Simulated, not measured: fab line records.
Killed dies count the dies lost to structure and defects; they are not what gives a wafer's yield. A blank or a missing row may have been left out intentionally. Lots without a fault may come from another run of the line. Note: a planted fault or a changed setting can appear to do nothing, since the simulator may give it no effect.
Matching of chambers | flow nandHarc | 4 sister chambers for NHARC_A_STAIRCASE_ALD_420 on aldHk-02
The step deposits SiO2, target thk 20 nm, pulse time 6 s, ald cycles 200. 22 wafers are shown with their chamber, then 11 later ones without.

== WAFERS PAIRED WITH THEIR CHAMBERS ==
wafer  | chamber | heaterPowerW (W) | precursorPulseHeightRel
L076.1 | 1       | 382              | 0.974
L076.2 | 3       | 491              | 1.000
L076.6 | 3       | 481              | 0.996
L080.2 | 0       | 447              | 0.967
L080.3 | 2       | 511              | 0.990
L080.4 | 3       | 469              | 0.983
L082.1 | 1       | 375              | 0.994
L082.3 | 3       | 456              | 0.976
L082.4 | 0       | 448              | 0.998
L082.2 | 2       | 507              | 0.987
L082.5 | 3       | 465              | 0.978
L082.6 | 0       | 446              | 0.983
L083.2 | 2       | 504              | 0.997
L083.3 | 1       | 373              | 1.017
L083.4 | 0       | 443              | 0.988
L085.1 | 3       | 455              | 0.989
L085.2 | 2       | 530              | 0.981
L085.3 | 1       | 380              | 1.006
L088.1 | 3       | 469              | 1.010
L088.2 | 0       | 448              | 1.015
L088.4 | 1       | 373              | 0.971
L089.2 | 0       | 445              | 0.997

SIGNATURES (averages over the wafers above)
reading                 | chamber 0 | chamber 1 | chamber 2 | chamber 3 | scatter within a chamber
heaterPowerW            | 446.17    | 376.60    | 513.00    | 469.43    | 9.15
precursorPulseHeightRel | 0.99133   | 0.99240   | 0.98875   | 0.99029   | 0.0148
Rule: for each reading, subtract the chamber's mean from the wafer's reading, divide by that reading's scatter and square the result; add these up over the readings and take the root, which gives the wafer's distance from the chamber. The wafer belongs to the nearest chamber; if the next one is less than 2 further off, it can't be placed. The scatter: take each reading less its chamber's mean, square it, sum over the shown wafers, divide by the number of wafers less the number of chambers, and take the root.

== WAFERS WITHOUT THEIR CHAMBER ==
wafer  | heaterPowerW (W) | precursorPulseHeightRel
L089.3 | 374              | 0.970
L089.5 | 363              | 1.005
L091.2 | 374              | 1.005
L091.4 | 460              | 0.997
L091.5 | 459              | 0.990
L094.1 | 506              | 0.964
L094.3 | 457              | 0.992
L094.5 | 495              | 0.975
L093.2 | 456              | 0.976
L093.3 | 375              | 0.988
L093.4 | 513              | 0.985

== CHAMBER TAKEN BY EACH ==
wafer  | from the rows above     | in truth
L089.3 | 1                       | 1
L089.5 | 1                       | 1
L091.2 | 1                       | 1
L091.4 | can't be placed: 3 or 0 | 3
L091.5 | can't be placed: 3 or 0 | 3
L094.1 | 2                       | 2
L094.3 | can't be placed: 0 or 3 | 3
L094.5 | can't be placed: 2 or 3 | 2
L093.2 | can't be placed: 0 or 3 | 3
L093.3 | 1                       | 1
L093.4 | 2                       | 2
Placed correctly: 6 of 11. Not placeable from these rows: 5 (in 5, the candidates include the true chamber). Number placed wrongly: 0.
